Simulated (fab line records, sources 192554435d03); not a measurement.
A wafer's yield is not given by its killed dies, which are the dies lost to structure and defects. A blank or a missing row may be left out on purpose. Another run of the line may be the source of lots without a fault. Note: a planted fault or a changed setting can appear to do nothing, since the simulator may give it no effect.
Split-lot study	flow n5-finfet	route with 1938 steps; 7 lots, 39 wafers read

## ABOUT THE SPLIT
At N5_SD_EPI_N_EPI_21 (deposits Si:P, time 690 s), the setting time-s was moved away from the recipe's 690 s on 12 of the 39 wafers read, by -53.0% to +57.8%. All remaining wafers had this setting at the recipe value.

## FROM SPLIT TO READING: 1 step shown by the file between the two
- N5_SD_EPI_N_EPI_MEAS_23

## THE READING
Si-P_of_SD_EPI_N_EPI_21.thk-nm (the simulator's own value, which no gauge read), in nm, at N5_SD_EPI_N_PRECLEAN_24 (cleans in O3/DIW, time 60 s). There is no usual value for it anywhere in the file. Here, 27 wafers ran the recipe; their average is 58.8 nm with a standard deviation of 0.87 nm.

wafer	tool, chamber at the split	time-s as run, s	against the recipe	Si-P_of_SD_EPI_N_EPI_21.thk-nm, nm	against lot-mates on the recipe
L075.1	epi-rpcvd-03, 0	690	recipe	58.8	-
L075.2	epi-rpcvd-03, 0	690	recipe	58.8	-
L075.3	epi-rpcvd-03, 0	690	recipe	58.8	-
L075.4	epi-rpcvd-03, 0	690	recipe	58.6	-
L075.5	epi-rpcvd-03, 0	690	recipe	58.4	-
L075.6	epi-rpcvd-03, 0	690	recipe	58.4	-
L076.1	epi-rpcvd-03, 0	690	recipe	59.4	-
L076.2	epi-rpcvd-03, 0	690	recipe	60	-
L076.3	epi-rpcvd-03, 0	532	-22.9%	49.6	-10.1
L076.4	epi-rpcvd-03, 0	690	recipe	59.6	-
L076.5	epi-rpcvd-03, 0	532	-22.9%	49.4	-10.3
L076.6	epi-rpcvd-03, 0	532	-22.9%	50	-9.7
L077.1	epi-rpcvd-02, 0	908.3	+31.6%	70.6	+12.3
L077.5	epi-rpcvd-02, 0	908.3	+31.6%	70.6	+12.3
L077.2	epi-rpcvd-02, 0	690	recipe	58.6	-
L077.3	epi-rpcvd-02, 0	690	recipe	58	-
L077.4	epi-rpcvd-02, 0	908.3	+31.6%	71	+12.7
L077.6	epi-rpcvd-02, 0	690	recipe	58.2	-
L078.1	epi-rpcvd-01, 0	690	recipe	60.6	-
L078.2	epi-rpcvd-01, 0	690	recipe	60.4	-
L078.3	epi-rpcvd-01, 0	324	-53.0%	30.4	-30.0
L078.4	epi-rpcvd-01, 0	690	recipe	60.2	-
L078.5	epi-rpcvd-01, 0	324	-53.0%	30.6	-29.8
L078.6	epi-rpcvd-01, 0	324	-53.0%	30.8	-29.6
L081.1	epi-rpcvd-02, 0	690	recipe	57.6	-
L081.4	epi-rpcvd-02, 0	690	recipe	57.4	-
L081.6	epi-rpcvd-02, 0	690	recipe	58	-
L084.1	epi-rpcvd-02, 0	1089	+57.8%	79.6	+21.8
L084.2	epi-rpcvd-02, 0	690	recipe	57.8	-
L084.3	epi-rpcvd-02, 0	1089	+57.8%	80.4	+22.6
L084.4	epi-rpcvd-02, 0	690	recipe	57.4	-
L084.5	epi-rpcvd-02, 0	1089	+57.8%	80.2	+22.4
L084.6	epi-rpcvd-02, 0	690	recipe	58.2	-
L090.1	epi-rpcvd-01, 0	690	recipe	59.2	-
L090.2	epi-rpcvd-01, 0	690	recipe	59.4	-
L090.5	epi-rpcvd-01, 0	690	recipe	59.4	-
L090.6	epi-rpcvd-01, 0	690	recipe	59.4	-
L090.3	epi-rpcvd-01, 0	690	recipe	58.4	-
L090.4	epi-rpcvd-01, 0	690	recipe	59	-

THE FIT
A straight line over all 39 wafers: Si-P_of_SD_EPI_N_EPI_21.thk-nm changes by +0.432 nm for each +1% of time-s; r = +0.98; the points scatter about the line by 1.9 nm.
The same after taking each lot's own level away (the mean of its wafers on the recipe; 39 wafers): +0.456 nm for each +1%; r = +0.99; scatter 1.9 nm.
Per that fit: largest time-s move, reading shift of 26 nm.
The span of the lots' own levels, 57.67 to 60.40 nm, comes to 3.1 times the standard deviation stated above.
Consequently the slope shifts little with the lot-to-lot level, the two slopes agreeing.
Check: for one of the wafers moved furthest among these (+57.8%), held out of the fit, the line's prediction against its lot-mates is +26.2 nm. Against them it came out at +21.8 nm.

## THE WHOLE CHAIN: every reading that the file lists as answering this split, in the file's order
step	what it does	reading	change (the file's fit)	r (the file's)
N5_SD_EPI_N_EPI_21	deposits Si:P, time 690 s	Si-P_of_SD_EPI_N_EPI_21.thk-nm (the simulator's own value, which no gauge read)	+0.457 nm for each +1% of the setting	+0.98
N5_SD_EPI_N_EPI_MEAS_23		thk-nm	withheld for each +1% of the setting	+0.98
N5_SD_EPI_N_PRECLEAN_24	cleans in O3/DIW, time 60 s	Si-P_of_SD_EPI_N_EPI_21.thk-nm (the simulator's own value, which no gauge read)	+0.454 nm for each +1% of the setting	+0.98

## FILE'S OWN FIT
Si-P_of_SD_EPI_N_EPI_21.thk-nm changes by +0.454 nm for each +1% of time-s, r = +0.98.
